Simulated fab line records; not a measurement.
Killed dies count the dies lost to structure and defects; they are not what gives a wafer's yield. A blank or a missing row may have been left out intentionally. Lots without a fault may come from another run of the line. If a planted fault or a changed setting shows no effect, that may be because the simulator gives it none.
The tool behind it: which one?	flow n5 finfet	Sampling: 21 lots, 63 wafers, 6 of 1938 route steps

## WHAT EACH GAUGE READ, for each wafer
Not one reading of a measure or inspect step in the record can be checked against a usual standard deviation.

## TOOL THAT RAN EACH LOT (tool first, then ch and the chambers of the sampled wafers, then the start)
lot	N5_BEOL_M4_STRIP_66	N5_BEOL_M4_ETCH_69	N5_BEOL_M4_ETCH_41	N5_BEOL_M4_PRE_CLEAN_45	N5_BEOL_M4_SPUTTER_79	N5_BEOL_M4_SPUTTER_90
L076	rie diel-04 ch 0,2,3, day 7 18:50	rie diel-04 ch 0,1,3, day 7 19:41	rie diel-06 ch 0,3, day 8 08:40 or earlier	pvd sputter-02, day 8 08:40	pvd sputter-01, day 8 09:28	pvd sputter-01, day 8 10:21
L077	rie diel-05 ch 0,1, day 8 10:17	rie diel-04 ch 1,2, day 8 11:14	rie diel-04 ch 1,2,3, day 8 14:18 or earlier	pvd sputter-01, day 8 14:18	pvd sputter-02, day 8 15:06	pvd sputter-02, day 8 15:59
L078	rie diel-05 ch 1,2, day 8 11:38	rie diel-05 ch 0,1,2, day 8 12:22	rie diel-04 ch 2,3, day 8 15:08 or earlier	pvd sputter-01, day 8 15:08	pvd sputter-03, day 8 16:09	pvd sputter-03, day 8 17:02
L080	rie diel-04 ch 0,2, day 9 00:09	rie diel-04 ch 1,2,3, day 9 00:56	rie diel-05 ch 0,2, day 9 04:04 or earlier	pvd sputter-03, day 9 04:04	pvd sputter-02, day 9 05:13	pvd sputter-02, day 9 06:06
L081	rie diel-06 ch 1,2,3, day 9 14:42	rie diel-06 ch 1,3, day 9 15:41	rie diel-05 ch 1,3, day 9 17:08 or earlier	pvd sputter-02, day 9 17:08	pvd sputter-01, day 9 18:02	pvd sputter-01, day 9 18:55
L082	rie diel-06 ch 1,2, day 9 14:58	rie diel-04 ch 1,2,3, day 9 15:47	rie diel-05 ch 1,3, day 9 19:41 or earlier	pvd sputter-01, day 9 19:41	pvd sputter-01, day 9 20:53	pvd sputter-01, day 9 21:46
L083	rie diel-06 ch 1,2,3, day 9 17:22	rie diel-05 ch 1, day 9 18:43	rie diel-05 ch 1, day 9 22:41 or earlier	pvd sputter-01, day 9 22:41	pvd sputter-02, day 9 23:25	pvd sputter-02, day 10 00:18
L084	rie diel-05 ch 1, day 9 20:53	rie diel-06 ch 1,2, day 9 22:38	rie diel-04 ch 1,2, day 10 00:26 or earlier	pvd sputter-01, day 10 00:26	pvd sputter-03, day 10 01:13	pvd sputter-03, day 10 02:06
L086	rie diel-05 ch 1,2, day 10 07:04	rie diel-04 ch 2,3, day 10 07:55	rie diel-06 ch 0,2, day 10 15:52 or earlier	pvd sputter-03, day 10 15:52	pvd sputter-03, day 10 18:15	pvd sputter-03, day 10 19:08
L087	rie diel-05 ch 0,1,2, day 10 15:38	rie diel-06 ch 0,3, day 10 16:55	rie diel-05 ch 0,1,2, day 10 19:55 or earlier	pvd sputter-03, day 10 19:55	pvd sputter-02, day 10 20:44	pvd sputter-02, day 10 21:37
L085	rie diel-05 ch 1,3, day 10 19:32	rie diel-06 ch 0,2,3, day 10 20:30	rie diel-06 ch 0,2, day 10 22:29 or earlier	pvd sputter-01, day 10 22:29	pvd sputter-01, day 10 23:23	pvd sputter-01, day 11 00:16
L088	rie diel-04 ch 1,2,3, day 10 20:55	rie diel-04 ch 0,1,2, day 10 22:06	rie diel-06 ch 0,3, day 10 23:02 or earlier	pvd sputter-01, day 10 23:02	pvd sputter-02, day 11 00:31	pvd sputter-02, day 11 01:23
L089	rie diel-04 ch 0,1,3, day 11 08:28	rie diel-06 ch 0,3, day 11 09:17	rie diel-04 ch 0,2,3, day 11 22:47 or earlier	pvd sputter-03, day 11 22:47	pvd sputter-03, day 11 23:59	pvd sputter-03, day 12 00:52
L090	rie diel-04 ch 0,2, day 11 09:13	rie diel-05 ch 0,1, day 11 10:02	rie diel-05 ch 0,1,2, day 12 02:17 or earlier	pvd sputter-01, day 12 02:17	pvd sputter-01, day 12 03:14	pvd sputter-01, day 12 04:07
L091	rie diel-06 ch 0,1,3, day 11 17:22	rie diel-04 ch 1,2,3, day 11 18:28	rie diel-06 ch 0,1,2, day 12 08:16 or earlier	pvd sputter-01, day 12 08:16	pvd sputter-03, day 12 09:34	pvd sputter-03, day 12 11:11
L093	rie diel-04 ch 0,1,3, day 12 08:05	rie diel-06 ch 0,2, day 12 09:01	rie diel-04 ch 1,2,3, day 12 20:29 or earlier	pvd sputter-03, day 12 20:29	pvd sputter-03, day 12 21:38	pvd sputter-03, day 12 22:31
L094	rie diel-06 ch 0,1,2, day 12 19:20	rie diel-05 ch 0,1,3, day 12 20:10	rie diel-05 ch 0,3, day 13 04:28 or earlier	pvd sputter-02, day 13 04:28	pvd sputter-03, day 13 05:17	pvd sputter-03, day 13 06:10
L092	rie diel-06 ch 0,2,3, day 12 20:25	rie diel-04 ch 1,2,3, day 12 21:16	rie diel-06 ch 0,2,3, day 13 04:31 or earlier	pvd sputter-01, day 13 04:31	pvd sputter-01, day 13 05:26	pvd sputter-01, day 13 06:19
L095	rie diel-04 ch 0,1, day 13 04:11	rie diel-05 ch 0,1,3, day 13 05:11	rie diel-06 ch 0,1, day 13 13:43 or earlier	pvd sputter-02, day 13 13:43	pvd sputter-02, day 13 14:30	pvd sputter-02, day 13 15:23
L096	rie diel-05 ch 0,1, day 13 17:20	rie diel-05 ch 0,1,3, day 13 18:03	rie diel-04 ch 1,3, day 14 02:48 or earlier	pvd sputter-02, day 14 02:48	pvd sputter-03, day 14 04:52	pvd sputter-03, day 14 05:44
L097	rie diel-04 ch 1,3, day 14 01:05	rie diel-05 ch 0,2,3, day 14 02:02	rie diel-04 ch 0,2,3, day 14 09:38 or earlier	pvd sputter-03, day 14 09:38	pvd sputter-03, day 14 10:29	pvd sputter-03, day 14 11:22
- N5_BEOL_M4_STRIP_66: strips in CF4.
- N5_BEOL_M4_ETCH_69: etches SiARC in CF4, target depth 15.6 nm, time 26 s.
- N5_BEOL_M4_ETCH_41: etches SiCN in CH3F/O2, target depth 29.9 nm, time 52.5 s.
- N5_BEOL_M4_PRE_CLEAN_45: time 30 s.
- N5_BEOL_M4_SPUTTER_79: material Cu, target thk 4.5 nm, time 8.29 s.
- N5_BEOL_M4_SPUTTER_90: material Cu, target thk 4.5 nm, time 8.29 s.

## AS READ BY THE TOOLS THEMSELVES (means over the sampled wafers that have a number; for cases with no such wafer, the mark the record gives instead)
N5_BEOL_M4_STRIP_66. Usual: cf4 flow sccm 150.0 sccm, standard deviation 0.44; drypump motor current A 5.7 A, standard deviation 0.43; oes product au 0.79 a.u., standard deviation 0.093; rf vpp V 270.7 V, standard deviation 1.7; showerhead plenum p Torr 1.77 Torr, standard deviation 0.068; throttle valve pct 13.45 %, standard deviation 0.3.
lot	tool	cf4 flow sccm (sccm)	drypump motor current A (A)	oes product au (a.u.)	rf vpp V (V)	showerhead plenum p Torr (Torr)	throttle valve pct (%)	flag
L076	rie diel-04	150.0	5.6	0.76	270.0	1.76	13.43	
L077	rie diel-05	150.3	6.0	0.79	270.4	1.73	13.38	
L078	rie diel-05	149.7	5.7	0.79	272.0	1.79	13.31	
L080	rie diel-04	150.1	5.7	0.69	270.2	1.75	13.62	
L081	rie diel-06	150.2	6.0	0.74	270.1	1.73	13.73	
L082	rie diel-06	150.2	5.6	0.69	269.5	1.72	13.87	
L083	rie diel-06	150.1	6.0	0.73	269.8	1.73	13.72	
L084	rie diel-05	150.2	6.0	0.83	270.6	1.74	13.19	
L086	rie diel-05	149.8	5.7	0.78	270.7	1.78	13.36	
L087	rie diel-05	150.3	5.6	0.82	271.3	1.83	13.38	
L085	rie diel-05	150.1	5.9	0.87	270.2	1.75	13.26	
L088	rie diel-04	149.9	5.4	0.74	270.6	1.77	13.46	
L089	rie diel-04	150.0	5.4	0.82	270.8	1.78	13.23	
L090	rie diel-04	150.2	5.7	0.86	272.5	1.88	13.30	
L091	rie diel-06	150.1	6.4	0.90	269.4	1.76	13.46	
L093	rie diel-04	149.8	5.4	0.81	271.0	1.78	13.25	
L094	rie diel-06	150.4	6.0	0.84	269.3	1.75	13.63	
L092	rie diel-06	150.1	6.2	0.80	269.7	1.73	13.58	
L095	rie diel-04	150.2	5.5	0.82	272.5	1.84	13.24	
L096	rie diel-05	149.7	5.9	0.81	272.3	1.78	13.28	
L097	rie diel-04	150.0	5.3	0.77	269.3	1.72	13.29	

N5_BEOL_M4_ETCH_69. Usual: cf4 flow sccm 100.0 sccm (standard deviation 0.32); drypump motor current A 5.7 A (standard deviation 0.42); etch rf on time s 25.9 s (standard deviation 0.7); oes product au 0.69 a.u. (standard deviation 0.089); rf vpp V 183.8 V (standard deviation 1.2); showerhead plenum p Torr 2.12 Torr (standard deviation 0.083); throttle valve pct 15.49 % (standard deviation 0.24).
lot	tool	cf4 flow sccm (sccm)	drypump motor current A (A)	etch rf on time s (s)	oes product au (a.u.)	rf vpp V (V)	showerhead plenum p Torr (Torr)	throttle valve pct (%)	flag
L076	rie diel-04	100.1	5.4	26.0	0.66	183.3	2.06	15.36	
L077	rie diel-04	100.1	5.6	26.6	0.61	184.3	2.16	15.60	
L078	rie diel-05	100.3	5.6	25.8	0.65	184.3	2.12	15.59	
L080	rie diel-04	100.2	5.5	26.0	0.66	184.4	2.11	15.42	
L081	rie diel-06	100.3	6.2	24.7	0.65	184.3	2.09	15.79	
L082	rie diel-04	99.8	5.5	26.2	0.65	183.7	2.11	15.44	
L083	rie diel-05	100.0	6.1	25.3	0.73	183.1	2.09	15.27	
L084	rie diel-06	99.6	5.6	26.2	0.59	182.8	2.05	15.83	
L086	rie diel-04	99.6	5.5	26.3	0.69	183.4	2.12	15.37	
L087	rie diel-06	99.9	6.6	25.4	0.81	183.5	2.10	15.48	
L085	rie diel-06	100.2	6.2	25.6	0.71	183.7	2.06	15.55	
L088	rie diel-04	100.2	5.5	26.4	0.67	184.3	2.17	15.45	
L089	rie diel-06	100.1	6.5	24.7	0.76	183.3	2.07	15.44	
L090	rie diel-05	100.1	5.8	25.6	0.76	185.5	2.22	15.34	
L091	rie diel-04	100.1	5.5	26.2	0.64	183.7	2.10	15.49	
L093	rie diel-06	100.2	6.2	26.2	0.72	182.7	2.08	15.63	
L094	rie diel-05	99.9	5.8	25.8	0.75	184.2	2.15	15.40	
L092	rie diel-04	99.7	5.5	26.2	0.63	184.0	2.10	15.50	
L095	rie diel-05	100.0	5.8	25.7	0.75	183.7	2.15	15.40	
L096	rie diel-05	100.1	5.8	25.9	0.74	183.9	2.15	15.42	
L097	rie diel-05	100.0	5.5	26.2	0.78	184.0	2.20	15.38	

N5_BEOL_M4_ETCH_41. Usual: CH3F_flow_sccm 30.00 sccm, standard deviation 0.087; drypump motor current A 5.8 A, standard deviation 0.46; oes product au 0.80 a.u., standard deviation 0.1; rf vpp V 296.8 V, standard deviation 1.6; showerhead plenum p Torr 1.97 Torr, standard deviation 0.075; throttle valve pct 16.22 %, standard deviation 0.22.
lot	tool	CH3F_flow_sccm (sccm)	drypump motor current A (A)	oes product au (a.u.)	rf vpp V (V)	showerhead plenum p Torr (Torr)	throttle valve pct (%)	flag
L076	rie diel-06	29.97	6.5	0.82	295.5	1.94	16.24	
L077	rie diel-04	30.05	5.4	0.78	296.4	1.98	16.12	
L078	rie diel-04	30.02	5.6	0.77	297.5	2.03	16.26	
L080	rie diel-05	29.96	5.3	0.69	298.0	2.02	16.43	
L081	rie diel-05	30.02	5.9	0.78	296.9	1.97	16.25	
L082	rie diel-05	30.06	5.7	0.73	296.4	1.97	16.46	
L083	rie diel-05	30.05	6.0	0.84	295.8	1.96	16.06	
L084	rie diel-04	30.01	5.6	0.70	297.2	2.00	16.30	
L086	rie diel-06	30.05	6.2	0.88	296.8	1.94	16.25	
L087	rie diel-05	29.95	5.6	0.82	298.5	2.06	16.19	
L085	rie diel-06	30.02	6.2	0.87	296.7	1.94	16.27	
L088	rie diel-06	30.05	6.5	0.91	297.0	1.95	16.14	
L089	rie diel-04	30.03	5.6	0.82	298.4	2.05	16.15	
L090	rie diel-05	30.04	5.6	0.81	298.3	2.06	16.21	
L091	rie diel-06	30.07	6.1	0.85	296.7	1.93	16.27	
L093	rie diel-04	30.03	5.4	0.73	297.4	1.96	16.19	
L094	rie diel-05	29.88	5.7	0.90	298.9	2.08	16.20	
L092	rie diel-06	29.95	6.1	0.80	295.2	1.92	16.25	
L095	rie diel-06	29.91	6.4	0.90	296.6	1.96	16.21	
L096	rie diel-04	30.05	5.3	0.77	295.4	1.93	16.06	
L097	rie diel-04	29.97	5.6	0.79	298.7	2.05	16.19	

N5_BEOL_M4_PRE_CLEAN_45. Usual: heater power w at 325 W, with a standard deviation of 28.
lot	tool	heater power w (W)	flag
L076	pvd sputter-02	344	
L077	pvd sputter-01	320	
L078	pvd sputter-01	315	
L080	pvd sputter-03	336	
L081	pvd sputter-02	350	
L082	pvd sputter-01	302	
L083	pvd sputter-01	326	
L084	pvd sputter-01	321	
L086	pvd sputter-03	338	
L087	pvd sputter-03	310	
L085	pvd sputter-01	314	
L088	pvd sputter-01	322	
L089	pvd sputter-03	329	
L090	pvd sputter-01	292	
L091	pvd sputter-01	304	
L093	pvd sputter-03	348	
L094	pvd sputter-02	364	
L092	pvd sputter-01	327	
L095	pvd sputter-02	333	
L096	pvd sputter-02	332	
L097	pvd sputter-03	348	

N5_BEOL_M4_SPUTTER_79. Usual: chamber pressure pa 0.07 Pa, standard deviation 0.00013; substrate temp c -20.00 C, standard deviation 0.1; throttle valve pct 29.8 %, standard deviation 1.
lot	tool	chamber pressure pa (Pa)	substrate temp c (C)	throttle valve pct (%)	flag
L076	pvd sputter-01	0.07	-19.98	30.1	
L077	pvd sputter-02	0.07	-20.05	29.3	
L078	pvd sputter-03	0.07	-20.05	31.2	
L080	pvd sputter-02	0.07	-20.02	29.8	
L081	pvd sputter-01	0.07	-20.01	30.1	
L082	pvd sputter-01	0.07	-20.00	30.3	
L083	pvd sputter-02	0.07	-19.97	29.9	
L084	pvd sputter-03	0.07	-19.98	30.2	
L086	pvd sputter-03	0.07	-19.98	30.9	
L087	pvd sputter-02	0.07	-19.91	29.7	
L085	pvd sputter-01	0.07	-19.99	30.2	
L088	pvd sputter-02	0.07	-19.97	28.7	
L089	pvd sputter-03	0.07	-20.01	30.9	
L090	pvd sputter-01	0.07	-20.00	29.9	
L091	pvd sputter-03	0.07	-19.95	29.3	
L093	pvd sputter-03	0.07	-20.07	30.9	
L094	pvd sputter-03	0.07	-19.98	29.8	
L092	pvd sputter-01	0.07	-20.00	30.0	
L095	pvd sputter-02	0.07	-20.03	28.6	
L096	pvd sputter-03	0.07	-20.02	30.0	
L097	pvd sputter-03	0.07	-20.00	30.3	

N5_BEOL_M4_SPUTTER_90. Usual: chamber pressure pa 0.07 Pa, standard deviation 0.00014; substrate temp c -19.99 C, standard deviation 0.1; throttle valve pct 29.8 %, standard deviation 1.
lot	tool	chamber pressure pa (Pa)	substrate temp c (C)	throttle valve pct (%)	flag
L076	pvd sputter-01	0.07	-19.99	29.9	
L077	pvd sputter-02	0.07	-20.03	29.4	
L078	pvd sputter-03	0.07	-20.00	31.1	
L080	pvd sputter-02	0.07	-19.99	29.9	
L081	pvd sputter-01	0.07	-19.98	30.0	
L082	pvd sputter-01	0.07	-19.98	30.4	
L083	pvd sputter-02	0.07	-19.95	30.1	
L084	pvd sputter-03	0.07	-19.97	30.3	
L086	pvd sputter-03	0.07	-19.93	30.8	
L087	pvd sputter-02	0.07	-20.08	29.7	
L085	pvd sputter-01	0.07	-19.99	30.1	
L088	pvd sputter-02	0.07	-19.98	28.8	
L089	pvd sputter-03	0.07	-20.06	31.0	
L090	pvd sputter-01	0.07	-19.98	29.8	
L091	pvd sputter-03	0.07	-20.13	29.2	
L093	pvd sputter-03	0.07	-19.98	30.9	
L094	pvd sputter-03	0.07	-20.10	29.4	
L092	pvd sputter-01	0.07	-19.88	29.9	
L095	pvd sputter-02	0.07	-19.90	28.7	
L096	pvd sputter-03	0.07	-19.98	30.1	
L097	pvd sputter-03	0.07	-19.97	30.4	

## THE ANSWER, worked out from the rows above alone
Rule: a lot is off if the mean of its wafers that have a number lies more than 3 standard deviations from the usual mean. Also off: a lot with no number at a reading for which 4 or more lots have one. Any other lot the step has rows for is counted as sound. After the gauges, taken in route order, come the tools' own readings; for these a lot's mean is taken, as printed above. The first step at which some lot is off is used, and at that step the reading that is off furthest; a lot without a number counts as furthest.
None of the lots is off at any reading shown; this tells nothing.

## WHAT THE SIMULATOR HAD INSERTED
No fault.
